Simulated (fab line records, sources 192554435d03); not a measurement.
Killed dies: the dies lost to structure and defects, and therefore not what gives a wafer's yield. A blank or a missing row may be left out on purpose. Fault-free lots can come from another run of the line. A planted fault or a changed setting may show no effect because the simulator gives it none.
Struck lot and sound lot, side by side + flow n5Finfet + 41 out of 1938 route steps
Sound: these wafers, L566.1, L566.2, L566.5. Struck: wafers L557.1, L557.2 (left out: L557.3, a lot-mate that was not struck); the cause follows at the end.
Per side, at each step with rows, come the tool, then ch with its chambers, and then its first start. Under that, the readings that differ: sound wafers + struck wafers + difference of the means + sigmas: that difference in standard deviations of wafers without a fault.
alike: same words and numbers on both sides, and readings whose means sit less than 2 such deviations apart. not compared: any withheld reading, any reading some wafer has no value for, any bound like >300 that may hide the same value, and any number with overlapping values for which the record gives no deviation.
A row with sigmas, a row that says differs or no value, or rows on one side alone: a step with any of these is where the two part. Numbers that don't overlap but have no deviation are shown without sigmas and don't part them. Lack of a reading on every wafer of one side parts them only where that side has two or more wafers.

first, 8 steps without rows for these wafers: N5_SD_EPI_N_SD_RECESS_17 (chemistry HBr/Cl2/O2, target depth 41 nm, time 23.7 s, bt time 3 s); N5_SD_EPI_N_STRIP_38 (strips in N2/H2); N5_SD_EPI_N_WET_ETCH_43 (etches SiO2 in dHF, time 14 s, target depth 1.5 nm); N5_SD_EPI_N_STRIP_18 (strips in SPM, time 750 s); N5_SD_EPI_N_SRD_20 (time 30 s); N5_SD_EPI_N_PRECLEAN_48 (cleans in NF3:NH3, afs cycles 2, time 20 s, sublimation time 60 s); N5_SD_EPI_N_VAPOR_ETCH_50 (etches Si in HCl, time 54 s); N5_SD_EPI_N_EPI_21 (deposits Si:P, time 690 s).
N5_SD_EPI_N_EPI_MEAS_23:
  sound: filmMetro-02 at day 7 14:01; struck: filmMetro-02 at day 5 06:52
  alike: thkNm
then, 3 steps without rows for these wafers: N5_SD_EPI_N_PRECLEAN_24 (cleans in O3/DIW, time 60 s); N5_SD_EPI_N_SRD_25 (time 30 s); N5_SD_EPI_N_PRECLEAN_49 (cleans in NF3:NH3, afs cycles 1, time 20 s, sublimation time 60 s).
N5_SD_EPI_N_LINER_46: material SiNx, target thk 3 nm.
  sound on aldSin-03 ch 2,3, day 7 14:19; struck on aldSin-02 ch 1,2, day 5 07:29
| reading                                    | sound | struck  | difference | sigmas |
|--------------------------------------------|-------|---------|------------|--------|
| model.SiNx_of_SD_EPI_N_LINER_46.thkNm (nm) | 3 3 3 | 4.2 4.2 | +1.2       |        |
  alike: heaterPowerW
N5_SD_EPI_N_INSPECT_26: inspects for defects (darkfield).
  sound: defectInspect-01 at day 7 14:34; struck: defectInspect-01 at day 5 07:44
  alike: rawDefectCount
then, 8 steps without rows for these wafers: N5_SD_EPI_P_COAT_34 (time 60 s, resist thk 350 nm); N5_SD_EPI_P_COAT_35 (time 60 s, resist thk 35 nm); N5_SD_EPI_P_COAT_03 (resist thk 150 nm); N5_SD_EPI_P_EBR_05; N5_SD_EPI_P_SOFTBAKE_04 (time 60 s); N5_SD_EPI_P_EXPOSE_06 (exposes mask SD P BLK, target cd 240 nm); N5_SD_EPI_P_PEB_07 (peb time 60 s); N5_SD_EPI_P_DEVELOP_08 (develop time 30 s).
N5_SD_EPI_P_CD_MEAS_09 targets a cd of 240 nm.
  sound on cdSem-02 ch 0, day 7 14:58; struck on cdSem-02 ch 0, day 5 08:07
  alike: cdNm
N5_SD_EPI_P_OVL_MEAS_10:
  sound on overlay-02 ch 0, day 7 15:00; struck on overlay-02 ch 0, day 5 08:10
  alike: SD_P_BLK_OVL
N5_SD_EPI_P_INSPECT_11: inspects for defects (macro).
  sound: defectInspect-01 at day 7 15:01; struck: defectInspect-01 at day 5 08:11
  alike: rawDefectCount
N5_SD_EPI_P_DESCUM_14: chemistry O2, time 7.9 s.
  sound on rieDiel-03 ch 0,2,3, day 7 15:03; struck on rieDiel-01 ch 1,3, day 5 08:13
| reading                  | sound       | struck  | difference | sigmas |
|--------------------------|-------------|---------|------------|--------|
| drypumpMotorCurrentA (A) | 5.4 5.4 5.4 | 6.4 6.0 | +0.8       | +2     |
  alike: oesProductAu, rfVppV, showerheadPlenumPTorr, throttleValvePct
  not compared: rfHoursCounterH
N5_SD_EPI_P_ETCH_36: etches SiARC in CF4, target depth 45.5 nm, time 75.8 s.
  sound on rieDiel-03 ch 0,2,3, day 7 15:05; struck on rieDiel-01 ch 1,3, day 5 08:15
| reading                  | sound       | struck  | difference | sigmas |
|--------------------------|-------------|---------|------------|--------|
| drypumpMotorCurrentA (A) | 5.5 5.4 5.4 | 6.5 6.0 | +0.8       | +2     |
  alike: etchRfOnTimeS, oesProductAu, rfVppV, showerheadPlenumPTorr, throttleValvePct
  not compared: rfHoursCounterH
then, 3 steps without rows for these wafers: N5_SD_EPI_P_ETCH_37 (etches SOC in N2/H2, overetch 108 nm, time 486 s); N5_SD_EPI_P_STRIP_38 (strips in N2/H2); N5_SD_EPI_P_ETCHBACK_46 (etches SiNx in CH3F/O2, stops on SiO2, target depth 17.5 nm).
N5_SD_EPI_P_ETCH_47: etches SiOCN in CH3F/O2, target depth 25 nm.
  sound on rieDiel-03 ch 0,2,3, day 7 15:34; struck on rieDiel-01 ch 1,3, day 5 08:44
| reading                  | sound       | struck  | difference | sigmas |
|--------------------------|-------------|---------|------------|--------|
| drypumpMotorCurrentA (A) | 5.5 5.3 5.4 | 6.4 6.1 | +0.8       | +2     |
  alike: oesProductAu, rfVppV, showerheadPlenumPTorr, throttleValvePct
  not compared: rfHoursCounterH
then, 2 steps without rows for these wafers: N5_SD_EPI_P_ETCH_16 (etches SiO2 in CHF3/O2, target depth 5 nm); N5_SD_EPI_P_STRIP_50 (strips in CHF3/O2).
N5_SD_EPI_P_SD_RECESS_17: chemistry HBr/Cl2/O2, target depth 39.1 nm, bt time 3 s.
  sound on rieSi-05 ch 0,2,3, day 7 15:44; struck on rieSi-01 ch 1,2, day 5 08:55
  alike: drypumpMotorCurrentA, heBacksideLeakSccm, oesProductAu, throttleValvePct
  not compared: rfHoursCounterH
then, 1 step without rows for these wafers: N5_SD_EPI_P_WET_ETCH_45 (etches SiO2 in dHF, time 10.7 s, target depth 2 nm, rinse time 30 s).
N5_SD_EPI_P_STRIP_40: strips in N2/H2.
  sound on plasmaAsher-02 ch 0,1, day 7 15:53; struck on plasmaAsher-02 ch 0,1, day 5 09:03
  alike: drypumpMotorCurrentA, heaterPowerW, oesProductAu
  not compared: rfHoursCounterH
then, 2 steps without rows for these wafers: N5_SD_EPI_P_PRECLEAN_52 (cleans in O3/DIW, time 60 s); N5_SD_EPI_P_SRD_20 (time 30 s).
N5_SD_EPI_P_PRECLEAN_51: cleans in NF3:NH3, afs cycles 1, time 20 s, sublimation time 60 s.
  sound on epiRpcvd-04 ch 0, day 7 16:02; struck on epiRpcvd-01 ch 0, day 5 09:13
| reading                                    | sound       | struck  | difference | sigmas |
|--------------------------------------------|-------------|---------|------------|--------|
| model.SiNx_of_SD_EPI_N_LINER_46.thkNm (nm) | 2.6 2.6 2.6 | 3.8 3.8 | +1.2       |        |
then, 2 steps without rows for these wafers: N5_SD_EPI_P_VAPOR_ETCH_44 (etches SiGe30 in NF3/Ar, time 3.3 s); N5_PASSIVATION_PROBE_49.

WHERE THEY PART
At N5_SD_EPI_P_DESCUM_14 first; at N5_SD_EPI_P_ETCH_47 last (within this record only). Later steps at which nothing parts them and some readings are alike: N5_SD_EPI_P_SD_RECESS_17, N5_SD_EPI_P_STRIP_40.

WHY: the cause the simulator had injected
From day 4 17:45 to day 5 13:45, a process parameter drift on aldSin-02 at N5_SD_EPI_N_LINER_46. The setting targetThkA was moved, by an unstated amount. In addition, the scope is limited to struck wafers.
